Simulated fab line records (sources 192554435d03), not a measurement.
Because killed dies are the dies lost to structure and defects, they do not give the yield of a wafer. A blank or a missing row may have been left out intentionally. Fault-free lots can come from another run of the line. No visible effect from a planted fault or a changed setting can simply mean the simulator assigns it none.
Matching of chambers	flow n5 finfet	N5_BEOL_M0_PRE_CLEAN_131 on cvd co-02: 3 sister chambers
The step time 15 s. 3 wafers are shown with their chamber, then 12 later ones without.

WAFERS, EACH WITH ITS CHAMBER
wafer	chamber	heater power w (W)
L089.2	1	58
L089.4	2	87
L089.6	0	114

WAFERS WHOSE CHAMBER IS MISSING
wafer	heater power w (W)
L092.1	116
L092.3	88
L092.4	116
L095.1	60
L095.2	89
L095.3	118
L095.4	118
L095.5	89
L095.6	58
L097.2	91
L097.4	87
L097.5	117

WHICH CHAMBER EACH WENT THROUGH
wafer	from the rows above	in truth
L092.1	0	0
L092.3	2	2
L092.4	0	0
L095.1	1	1
L095.2	2	2
L095.3	0	0
L095.4	0	0
L095.5	2	2
L095.6	1	1
L097.2	2	2
L097.4	2	2
L097.5	0	0
Correct placement for 12 of the 12. Can't be placed from these rows: 0. Wrongly placed: 0.
How it was worked out, from the rows above alone: a wafer's distance from a chamber is the root of the sum, over the readings, of the square of ((its reading less the chamber's mean) divided by the reading's scatter). If the next closest chamber is less than 2 further off than the closest, the wafer can't be placed; otherwise it belongs to the closest. Each chamber's mean is taken over the wafers shown for it. The scatter: with one shown wafer a chamber, the root of the mean of the squares of how far each hidden wafer lies from its nearest shown one.
